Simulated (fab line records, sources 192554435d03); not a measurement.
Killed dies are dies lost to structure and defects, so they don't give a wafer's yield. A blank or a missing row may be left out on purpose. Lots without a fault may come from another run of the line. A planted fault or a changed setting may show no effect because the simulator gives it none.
Chamber matching | flow n5_finfet | N5_BEOL_M6_ETCH_65 on rie_diel-05: 4 sister chambers
The step etches SiARC in CF4, target depth 15.6 nm, time 26 s. 18 wafers are shown with their chamber, then 9 later ones without.

WAFERS WITH THEIR CHAMBER
wafer  | chamber | showerhead_plenum_p_Torr (Torr) | etch_rf_on_time_s (s) | oes_product_au (a.u.)
L076.4 | 3       | 2.19                            | 25.9                  | 0.59
L076.5 | 0       | 2.07                            | 26.1                  | 0.66
L076.6 | 1       | 2.14                            | 28.0                  | 0.57
L077.1 | 1       | 2.14                            | 28.3                  | 0.57
L077.3 | 2       | 2.09                            | 26.8                  | 0.70
L077.6 | 3       | 2.19                            | 26.1                  | 0.59
L078.4 | 2       | 2.09                            | 26.3                  | 0.71
L078.5 | 0       | 2.07                            | 25.9                  | 0.66
L078.6 | 1       | 2.13                            | 28.0                  | 0.57
L083.3 | 1       | 2.13                            | 28.1                  | 0.57
L083.4 | 0       | 2.06                            | 25.8                  | 0.66
L083.5 | 1       | 2.13                            | 28.2                  | 0.56
L085.1 | 1       | 2.13                            | 28.1                  | 0.56
L085.4 | 2       | 2.09                            | 26.4                  | 0.70
L085.6 | 3       | 2.19                            | 25.7                  | 0.82
L088.1 | 1       | 2.13                            | 28.1                  | 0.56
L088.3 | 3       | 2.19                            | 25.9                  | 0.81
L088.5 | 3       | 2.19                            | 25.9                  | 0.82

SIGNATURES (means of the wafers above)
reading                  | chamber 0 | chamber 1 | chamber 2 | chamber 3 | scatter within a chamber
showerhead_plenum_p_Torr | 2.0667    | 2.1329    | 2.0900    | 2.1900    | 0.00387
etch_rf_on_time_s        | 25.933    | 28.114    | 26.500    | 25.900    | 0.155
oes_product_au           | 0.6600    | 0.5657    | 0.7033    | 0.7260    | 0.0665
Rule: a wafer's distance from a chamber is the root of the sum, over the readings, of the square of ((its reading less the chamber's mean) divided by the reading's scatter). The wafer belongs to the nearest chamber; if the next one is less than 2 further off, it can't be placed. The scatter: the root of (the sum of the squares of (reading less its chamber's mean) over the shown wafers, divided by (wafers less chambers)).

WAFERS WITHOUT THEIR CHAMBER
wafer  | showerhead_plenum_p_Torr (Torr) | etch_rf_on_time_s (s) | oes_product_au (a.u.)
L089.2 | 2.08                            | 26.6                  | 0.67
L089.3 | 2.05                            | 25.8                  | 0.64
L089.6 | 2.08                            | 26.7                  | 0.68
L092.2 | 2.05                            | 25.9                  | 0.64
L092.4 | 2.12                            | 28.0                  | 0.55
L092.6 | 2.05                            | 25.9                  | 0.63
L096.1 | 2.05                            | 25.3                  | 0.64
L096.3 | 2.05                            | 25.5                  | 0.64
L096.5 | 2.08                            | 26.1                  | 0.67

WHICH CHAMBER EACH WENT THROUGH
wafer  | from the rows above     | in truth
L089.2 | 2                       | 2
L089.3 | 0                       | 0
L089.6 | 2                       | 2
L092.2 | 0                       | 0
L092.4 | 1                       | 1
L092.6 | 0                       | 0
L096.1 | 0                       | 0
L096.3 | 0                       | 0
L096.5 | can't be placed: 0 or 2 | 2
Placed correctly: 8 of 9. Can't be placed from these rows: 1 (the true chamber is among the candidates in 1). Placed wrongly: 0.
